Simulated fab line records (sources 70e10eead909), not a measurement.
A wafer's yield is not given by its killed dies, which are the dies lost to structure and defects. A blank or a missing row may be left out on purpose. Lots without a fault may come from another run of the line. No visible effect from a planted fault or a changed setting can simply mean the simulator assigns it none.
8D (eight disciplines) problem report, filled in by code + flow nand_harc + the parts of the form that need people (team, actions taken, sign-off) are left out

1. WHAT WENT WRONG
At NHARC_A_ZERO_WELL_SOFTBAKE_05, heater_power_total_W averages 206.9 W over 2 wafers from 2 lots, while fault-free wafers read 200.8 W, standard deviation 1.3. That is +4.7 standard deviations from the usual mean.
The step: time 70 s.
Earliest sighting: wafer L380.4 on litho_track-07 at day 10 05:00. Wafers with a number at this step in the record: 38, from 14 lots. The rule behind "out" and "out of limits": a value lying over 4 standard deviations away from the usual mean. The other wafers with a number count as sound.

2. WHAT IT IS, AND WHAT IT ISN'T
| question                    | is                     | is not                                                                                                   |
|-----------------------------|------------------------|----------------------------------------------------------------------------------------------------------|
| which readings at this step | heater_power_total_W   | -                                                                                                        |
| which lots                  | L380, L381             | L373, L374, L375, L376, L377, L388, L389, L391, L392, L393, L394, L395                                   |
| which wafers of those lots  | all that have a number | -                                                                                                        |
| read on which tools         | litho_track-07         | litho_track-02, litho_track-05                                                                           |
| when                        | from day 10 05:00      | up to then (15 sound wafers); but 21 sound wafers of L388, L389, L391, L392, L393, L394, L395 came after |

3. SUSPECTS, AND WHAT RULES EACH OUT
Counting: a tool stays on the suspect list if, at a process step up to the reading, it processed all lots that are out and no sound lot following the first of them.
- rie_diel-05 at NHARC_P_BONDPAD_STRIP_15 (strips in O2): ruled out as a lasting fault. Following L380 (day 10 02:49), the first lot on it that is out, the sound lots L388, L389, L392 were run on it.
- litho_track-07 at NHARC_A_ZERO_WELL_SOFTBAKE_05 (time 70 s): ruled out as a lasting fault. Following L380 (day 10 05:00), the first lot on it that is out, the sound lots L388, L389, L393 were run on it.
Left after counting: nothing in the record.

4. THE CAUSE (what the simulator had put in)
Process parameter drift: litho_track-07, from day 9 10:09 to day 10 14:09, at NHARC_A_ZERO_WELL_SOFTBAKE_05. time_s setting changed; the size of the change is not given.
Counting ruled it out, wrongly.

5. THE EFFECT CHAIN, in route order
One row per reading whose mean, taken over the struck wafers that have a number, lies over 3 standard deviations from the usual. Readings are gone through only where the record gives a usual standard deviation; hours: the median, over the lots, of the time from a lot's start at the first step in this table giving one to that lot's start at this step; sigmas: the change measured in usual standard deviations.
| hours | step                          | reading              | usual   | on struck wafers | change | sigmas |
|-------|-------------------------------|----------------------|---------|------------------|--------|--------|
| 0     | NHARC_A_ZERO_WELL_SOFTBAKE_05 | heater_power_total_W | 200.8 W | 206.9            | +6.1   | +4.7   |
Here are the process steps it includes:
- NHARC_A_ZERO_WELL_SOFTBAKE_05: time 70 s.

6. WHAT WOULD HAVE CAUGHT IT SOONER
In this record the first reading out of limits was taken at day 10 05:00, 19 hours after the fault began at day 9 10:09.
